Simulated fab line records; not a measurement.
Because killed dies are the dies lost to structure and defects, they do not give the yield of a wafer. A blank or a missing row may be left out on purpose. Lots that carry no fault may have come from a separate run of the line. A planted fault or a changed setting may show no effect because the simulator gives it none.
fab line records	flow n5_finfet
record lots=9	wafers=26	last_day=19
route steps=1938 shown BEOL_M1@770 BEOL_M4@1111
lots that met no fault: from a run of the same line without faults
start_h: start of the lot's first displayed wafer, in hours after the record's first day	wait_h: hours from the lot's prior step to this one	" repeats the value in the row above	L1.1+2: several wafers, shown together as one row	- either no value or no given start	* or withheld: withheld	< > ~ a bound
route shown NAME@n: a module of which the file shows steps, and the number in the route of the first	usual: mean and standard deviation over wafers with no fault	same: alike in all rows	chamber/n: place in a boat	sites: each site's reading	_std_site: the values' standard deviation	_edge_site: the outer-site mean with the inner-site mean subtracted	radius_mm: how far each site lies from the wafer's centre	mask NAME#n: copy n	behind: the tool/chamber that last shaped the wafer	hold: cause of the lot's hold/its duration in hours/its outcome	device: the transistor (n, p or np) that didn't switch	end of line: the tests these same wafers got at the end of their route	a step with no rows: only its recipe	killed: at the first sort, the dies lost to defects and structure; wafer yield is something else	map: the dies of a wafer, with x for killed, . for not killed, _ for no die there
set.NAME: the setting as run; set.NAME@STEP: as run at that earlier step	model.NAME: the simulator's own value behind a step, which no gauge read
steps of the route over a sample of lots; a table a step, a row a wafer
services: a tool's chamber out of use, with start hour (start_h, from the record's first day; less than 0 if before it), hours out, and reason
## steps
# step N5_BEOL_M1_ETCH_64
# recipe chemistry=N2/H2	target=SOC	target_depth_a=750	overetch_a=150	mask_material=SiARC	temp_c=40	time_s=112.5	ion_energy_ev=200	pressure_mtorr=30	source_w=840	bias_w=150	n2_flow_sccm=200	h2_flow_sccm=200
# usual drypump_motor_current_A=5.8/0.57	oes_product_au=0.63/0.055	rf_vpp_V=523.1/2.2	showerhead_plenum_p_Torr=2.52/0.08	throttle_valve_pct=17.85/0.21
lot.wafer	tool	chamber	start_h	wait_h	drypump_motor_current_A	oes_product_au	rf_hours_counter_h	rf_vpp_V	showerhead_plenum_p_Torr	throttle_valve_pct
L581.1	rie_diel-02	2	130.77	0.0	6.5	0.65	62	523.0	2.48	17.64
L581.3	"	0	"	"	5.4	0.71	38	524.2	2.59	17.65
L581.5	"	2	"	"	6.5	0.66	-	521.9	2.48	17.65
L586.1	rie_diel-06	0	149.59	0.0	6.5	0.76	3	524.8	2.61	17.68
L586.2	"	2	"	"	5.7	0.62	128	520.7	2.45	17.95
L586.4	"	3	"	"	4.9	0.60	144	524.3	2.55	17.90
L587.1	rie_diel-06	2	156.26	0.0	5.7	0.61	130	519.5	2.45	17.93
L587.3	"	0	"	"	6.5	0.74	6	525.7	2.60	17.70
L587.4	"	3	"	"	4.9	0.60	146	523.8	2.55	17.89
L589.1	rie_diel-04	2	172.62	0.0	5.2	0.56	194	519.4	2.41	17.68
L589.4	"	0	"	"	6.0	0.73	28	521.8	2.48	17.62
L589.6	"	2	"	"	5.2	0.56	-	520.1	2.41	17.67
L590.1	rie_diel-02	3	177.70	0.0	6.8	0.65	91	522.8	2.48	18.33
L590.2	"	2	"	"	6.5	0.65	75	521.1	2.47	17.67
L590.5	"	0	"	"	5.4	0.69	-	525.2	2.59	17.68
L592.2	rie_diel-06	2	194.52	0.0	5.7	0.60	141	520.4	2.44	17.97
L592.4	"	0	"	"	6.4	0.72	18	526.3	2.60	17.71
L592.6	"	2	"	"	5.7	0.61	-	519.4	2.44	17.96
L601.4	rie_diel-04	2	248.72	0.0	5.2	0.55	218	521.5	2.40	17.71
L601.5	"	3	"	"	5.6	0.61	-	520.1	2.43	17.94
L603.1	rie_diel-06	3	257.76	0.0	5.0	0.58	176	523.1	2.54	17.95
L603.3	"	2	"	"	5.7	0.60	159	520.2	2.43	18.01
L603.4	"	0	"	"	6.5	0.69	35	525.1	2.59	17.73
L604.1	rie_diel-02	0	267.13	0.0	5.4	0.66	79	525.7	2.58	17.74
L604.3	"	2	"	"	6.5	0.63	99	521.4	2.46	17.72
L604.6	"	3	"	"	6.8	0.62	-	522.9	2.47	18.36
# step N5_BEOL_M1_CD_MEAS_28
# recipe landing_energy_ev=500	detector=se_inlens	target_cd_y_nm=23.3
# usual cd_nm=24.05/0.25
# same landing_energy_ev=500
lot.wafer	tool	chamber	start_h	wait_h	cd_nm
L581.1	cd_sem-01	0	131.44	-	23.95
L581.3	"	0	"	"	23.74
L581.5	"	0	"	"	24.11
L586.1	cd_sem-02	0	150.39	-	23.80
L586.2	"	0	"	"	24.03
L586.4	"	0	"	"	24.51
L587.1	cd_sem-02	0	156.93	-	23.99
L587.3	"	0	"	"	24.03
L587.4	"	0	"	"	23.86
L589.1	cd_sem-02	0	173.29	-	24.03
L589.4	"	0	"	"	24.13
L589.6	"	0	"	"	24.04
L590.1	cd_sem-01	0	178.39	-	23.76
L590.2	"	0	"	"	23.67
L590.5	"	0	"	"	24.30
L592.2	cd_sem-02	0	195.19	-	24.06
L592.4	"	0	"	"	24.04
L592.6	"	0	"	"	23.75
L601.4	cd_sem-01	0	249.52	-	23.67
L601.5	"	0	"	"	24.02
L603.1	cd_sem-02	0	258.47	-	24.05
L603.3	"	0	"	"	24.47
L603.4	"	0	"	"	24.00
L604.1	cd_sem-01	0	267.80	-	24.26
L604.3	"	0	"	"	24.62
L604.6	"	0	"	"	24.34
# step N5_BEOL_M1_ETCHBACK_99
# recipe chemistry=CHF3	target=SiO2	target_depth_a=50	time_s=10.4	source_w=215	bias_w=47	Ar_flow_sccm=200	CHF3_flow_sccm=12	ion_energy_ev=100	pressure_mtorr=30
# usual drypump_motor_current_A=5.8/0.61	oes_f_703_au=0.80/0.07	oes_product_au=0.80/0.073	rf_vpp_V=241/4.8	showerhead_plenum_p_Torr=2.13/0.057	throttle_valve_pct=17.05/0.22
lot.wafer	tool	chamber	start_h	wait_h	drypump_motor_current_A	oes_f_703_au	oes_product_au	rf_hours_counter_h	rf_vpp_V	showerhead_plenum_p_Torr	throttle_valve_pct
L581.1	rie_diel-04	0	142.32	10.6	6.0	0.92	0.94	19	245	2.12	16.93
L581.3	"	2	"	"	5.2	0.70	0.71	184	239	2.05	17.09
L581.5	"	0	"	"	6.0	0.93	0.95	-	246	2.12	16.92
L586.1	rie_diel-04	1	161.34	10.0	5.1	0.89	0.89	32	241	2.18	17.03
L586.2	"	0	"	"	6.0	0.91	0.94	24	245	2.12	16.94
L586.4	"	3	"	"	5.6	0.78	0.80	118	238	2.08	17.14
L587.1	rie_diel-06	0	173.20	15.1	6.5	0.93	0.93	11	238	2.19	16.82
L587.3	"	3	"	"	4.9	0.71	0.73	151	247	2.16	17.20
L587.4	"	2	"	"	5.7	0.80	0.78	135	230	2.05	17.13
L589.1	rie_diel-02	3	186.98	13.3	6.8	0.81	0.82	93	245	2.09	17.40
L589.4	"	2	"	"	6.5	0.80	0.80	78	233	2.10	16.95
L589.6	"	3	"	"	6.8	0.81	0.81	-	244	2.09	17.41
L590.1	rie_diel-02	3	190.60	11.2	6.8	0.81	0.81	95	246	2.09	17.39
L590.2	"	0	"	"	5.4	0.87	0.86	56	245	2.16	16.74
L590.5	"	1	"	"	6.4	0.76	0.74	-	245	2.22	16.73
L592.2	rie_diel-04	0	196.45	0.6	5.9	0.89	0.92	35	244	2.12	16.95
L592.4	"	3	"	"	5.6	0.77	0.79	129	237	2.07	17.15
L592.6	"	0	"	"	6.0	0.90	0.92	-	244	2.12	16.96
L601.4	rie_diel-06	0	257.28	7.4	6.5	0.87	0.87	35	239	2.19	16.87
L601.5	"	2	"	"	5.7	0.78	0.75	-	231	2.04	17.15
L603.1	rie_diel-04	3	262.01	3.1	5.6	0.76	0.77	149	238	2.06	17.20
L603.3	"	0	"	"	6.0	0.87	0.89	56	244	2.11	16.99
L603.4	"	2	"	"	5.2	0.68	0.68	221	241	2.03	17.16
L604.1	rie_diel-04	0	268.69	0.6	6.0	0.86	0.88	58	246	2.11	16.99
L604.3	"	2	"	"	5.2	0.67	0.68	223	240	2.03	17.15
L604.6	"	3	"	"	5.5	0.75	0.77	-	237	2.06	17.21
# step N5_BEOL_M1_TRENCH_ETCH_37
# recipe chemistry=C4F6/O2	target_depth_a=552.07	target=SiOC	time_s=29	ion_energy_ev=250	pressure_mtorr=30	source_w=355	bias_w=185	Ar_flow_sccm=300	C4F6_flow_sccm=10	O2_flow_sccm=10
# usual drypump_motor_current_A=5.9/0.61	oes_f_703_au=0.80/0.072	oes_product_au=0.81/0.073	rf_vpp_V=667/12	run_length_s=52.2/0.52	showerhead_plenum_p_Torr=2.82/0.073	throttle_valve_pct=20.84/0.24
lot.wafer	tool	chamber	start_h	wait_h	drypump_motor_current_A	oes_f_703_au	oes_product_au	rf_hours_counter_h	rf_vpp_V	run_length_s	showerhead_plenum_p_Torr	throttle_valve_pct
L581.1	rie_diel-04	0	142.55	-	6.0	0.93	0.96	19	679	52.2	2.81	20.77
L581.3	"	2	"	"	5.2	0.69	0.72	184	663	51.3	2.71	20.84
L581.5	"	0	"	"	6.0	0.93	0.95	-	678	52.2	2.81	20.77
L586.1	rie_diel-04	1	161.58	-	5.1	0.91	0.89	33	667	52.0	2.88	20.82
L586.2	"	0	"	"	6.0	0.92	0.94	24	677	52.9	2.81	20.77
L586.4	"	3	"	"	5.6	0.79	0.80	118	657	52.5	2.75	20.96
L587.1	rie_diel-06	0	173.44	-	6.5	0.93	0.93	11	662	52.9	2.90	20.68
L587.3	"	3	"	"	4.9	0.72	0.73	151	681	52.4	2.86	21.00
L587.4	"	2	"	"	5.7	0.80	0.77	135	641	52.0	2.72	20.88
L589.1	rie_diel-02	3	187.22	-	6.8	0.82	0.81	93	677	51.4	2.77	21.24
L589.4	"	2	"	"	6.5	0.79	0.80	78	648	52.8	2.78	20.77
L589.6	"	3	"	"	6.8	0.81	0.81	-	677	51.8	2.77	21.24
L590.1	rie_diel-02	3	190.83	-	6.8	0.81	0.82	95	676	51.4	2.77	21.26
L590.2	"	0	"	"	5.4	0.87	0.88	56	674	52.5	2.86	20.51
L590.5	"	1	"	"	6.4	0.77	0.75	-	675	52.3	2.94	20.44
L592.2	rie_diel-04	0	196.68	-	6.0	0.90	0.92	35	677	52.4	2.80	20.78
L592.4	"	3	"	"	5.6	0.78	0.79	129	657	53.1	2.75	20.99
L592.6	"	0	"	"	5.9	0.90	0.92	-	676	52.1	2.80	20.80
L601.4	rie_diel-06	0	257.51	-	6.5	0.88	0.88	35	661	52.9	2.89	20.69
L601.5	"	2	"	"	5.7	0.78	0.75	-	642	48.4	2.71	20.91
L603.1	rie_diel-04	3	262.24	-	5.6	0.76	0.76	150	657	52.3	2.74	20.99
L603.3	"	0	"	"	6.0	0.87	0.89	56	675	52.7	2.79	20.82
L603.4	"	2	"	"	5.2	0.67	0.68	221	662	51.4	2.70	20.88
L604.1	rie_diel-04	0	268.93	-	6.0	0.87	0.88	58	677	52.1	2.79	20.82
L604.3	"	2	"	"	5.2	0.66	0.68	223	662	51.4	2.70	20.88
L604.6	"	3	"	"	5.6	0.76	0.77	-	656	52.6	2.74	21.00
# step N5_BEOL_M1_OCD_MEAS_38
# usual trench_depth_nm=55.1/1.3
lot.wafer	tool	chamber	start_h	wait_h	trench_depth_nm
L581.1	ocd-02	-	142.71	-	56.5
L581.3	"	-	"	"	53.9
L581.5	"	-	"	"	56.0
L586.1	ocd-01	-	161.73	-	56.9
L586.2	"	-	"	"	56.3
L586.4	"	-	"	"	55.4
L587.1	ocd-02	-	173.60	-	56.8
L587.3	"	-	"	"	52.8
L587.4	"	-	"	"	55.1
L589.1	ocd-01	-	187.37	-	55.1
L589.4	"	-	"	"	53.1
L589.6	"	-	"	"	55.5
L590.1	ocd-02	-	190.99	-	56.2
L590.2	"	-	"	"	55.9
L590.5	"	-	"	"	56.2
L592.2	ocd-01	-	196.84	-	56.0
L592.4	"	-	"	"	55.8
L592.6	"	-	"	"	55.9
L601.4	ocd-02	-	257.67	-	56.7
L601.5	"	-	"	"	48.4
L603.1	ocd-01	-	262.41	-	55.5
L603.3	"	-	"	"	56.0
L603.4	"	-	"	"	53.6
L604.1	ocd-01	-	269.08	-	56.2
L604.3	"	-	"	"	53.4
L604.6	"	-	"	"	55.1
# step N5_BEOL_M4_RC_MEAS_101
# usual DIBL_N=36.1/1.6	DIBL_P=35.8/2	IOFF_N=0.157/0.029	IOFF_P=0.21/0.034	ION_N=677/13	ION_P=465/8.1	SS_N=71.3/0.61	SS_P=73.2/0.65	VT_N=249/3.3	VT_P=-250/3.2
lot.wafer	tool	chamber	start_h	wait_h	DIBL_N[mV/V]	DIBL_P[mV/V]	IOFF_N[nA/um]	IOFF_P[nA/um]	ION_N[uA/um]	ION_P[uA/um]	SS_N[mV/dec]	SS_P[mV/dec]	VT_N[mV]	VT_P[mV]
L581.1	prober-02	0	205.39	0.0	37.6	37.7	0.208	0.24	694	467	71.5	74.4	245	-250
L581.3	"	0	"	"	35.0	34.2	0.148	0.19	678	468	71.5	73.2	247	-250
L581.5	"	0	"	"	36.7	37.0	0.181	0.23	676	460	71.1	73.8	247	-248
L586.1	prober-02	0	232.10	0.0	36.2	36.1	0.169	0.23	684	462	71.8	73.3	250	-249
L586.2	"	0	"	"	38.4	37.5	0.224	0.26	684	466	72.4	74.9	246	-246
L586.4	"	0	"	"	38.0	37.2	0.212	0.26	685	470	72.3	74.6	244	-248
L587.1	prober-01	0	240.27	0.0	34.5	34.7	0.136	0.18	683	459	70.8	73.2	250	-252
L587.3	"	0	"	"	35.3	34.3	0.138	0.16	655	444	71.7	73.0	251	-254
L587.4	"	0	"	"	35.4	34.9	0.137	0.17	667	452	71.6	72.5	249	-254
L589.1	prober-01	0	244.86	0.0	35.7	34.9	0.159	0.24	678	474	70.0	72.7	251	-242
L589.4	"	0	"	"	36.1	36.7	0.173	0.28	685	478	70.5	73.2	250	-245
L589.6	"	0	"	"	36.9	36.5	0.179	0.27	678	478	71.5	73.3	248	-244
L592.2	prober-02	0	252.06	0.2	34.5	35.2	0.138	0.19	680	469	71.0	72.1	252	-249
L592.4	"	0	"	"	36.2	36.6	0.164	0.21	684	470	71.9	73.2	245	-251
L592.6	"	0	"	"	36.2	37.0	0.176	0.23	688	476	71.5	72.6	245	-247
L590.1	prober-01	0	257.23	0.0	33.2	31.2	0.101	0.13	667	457	70.6	72.3	255	-259
L590.2	"	0	"	"	35.7	34.0	0.127	0.16	663	454	71.1	73.0	255	-256
L590.5	"	0	"	"	34.5	32.1	0.107	0.14	642	443	71.7	72.6	258	-259
L601.4	prober-02	0	315.91	0.5	35.2	34.8	0.145	0.21	676	467	71.3	72.8	251	-248
L601.5	"	0	"	"	35.5	34.9	0.156	0.21	684	465	71.2	72.8	251	-250
L603.1	prober-02	0	325.05	0.0	37.0	38.1	0.190	0.24	696	478	70.9	74.2	244	-249
L603.3	"	0	"	"	38.2	39.0	0.210	0.25	696	474	71.6	73.7	242	-248
L603.4	"	0	"	"	36.7	37.3	0.182	0.23	685	468	71.7	73.2	248	-246
L604.1	prober-02	0	342.88	0.0	37.4	38.5	0.181	0.25	683	464	72.0	73.1	248	-249
L604.3	"	0	"	"	37.5	37.4	0.181	0.24	694	476	72.1	73.9	246	-248
L604.6	"	0	"	"	36.9	37.8	0.172	0.24	696	480	71.8	73.8	249	-249
## services
tool	chamber	start_h	hours	kind
rie_diel-06	0	116.68	-	clean
rie_diel-06	0	116.68	-	consumable_replace:focus_ring
rie_diel-06	0	116.68	24.2	scheduled_down
rie_diel-06	0	116.68	24.2	vent_cycle
rie_diel-02	3	119.82	11.3	repair
rie_diel-02	-	136.73	2.7	repair
rie_diel-04	-	153.50	0.6	repair
rie_diel-06	1	160.12	7.3	repair
rie_diel-02	2	188.45	8.4	repair
rie_diel-06	1	198.28	9.6	repair
rie_diel-04	-	216.50	0.6	repair
rie_diel-02	1	227.08	8.1	repair
rie_diel-04	1	232.09	5.6	repair
## key
first_sign step=N5_BEOL_M1_TRENCH_ETCH_37	reading=run_length_s	direction=down	sigmas=7.4	usual=*	struck=*
effect step=N5_BEOL_M1_OCD_MEAS_38	reading=trench_depth_nm	direction=down	sigmas=5.4	usual=55.1	struck=48.4
met_at N5_BEOL_M1_TRENCH_ETCH_37
struck_lots L601
struck_wafers L601.5
not_acting_at N5_BEOL_M1_ETCH_64,N5_BEOL_M1_CD_MEAS_28,N5_BEOL_M1_ETCHBACK_99
onset_between 173.44 257.51
fault kind=process_parameter_drift	tool=rie_diel-06	chamber=-	onset_h=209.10	steps=N5_BEOL_M1_TRENCH_ETCH_37	channel=time_s	offset=*	shape=step	end_h=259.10	scope=struck_wafers_only	acts_in=*	stated=*
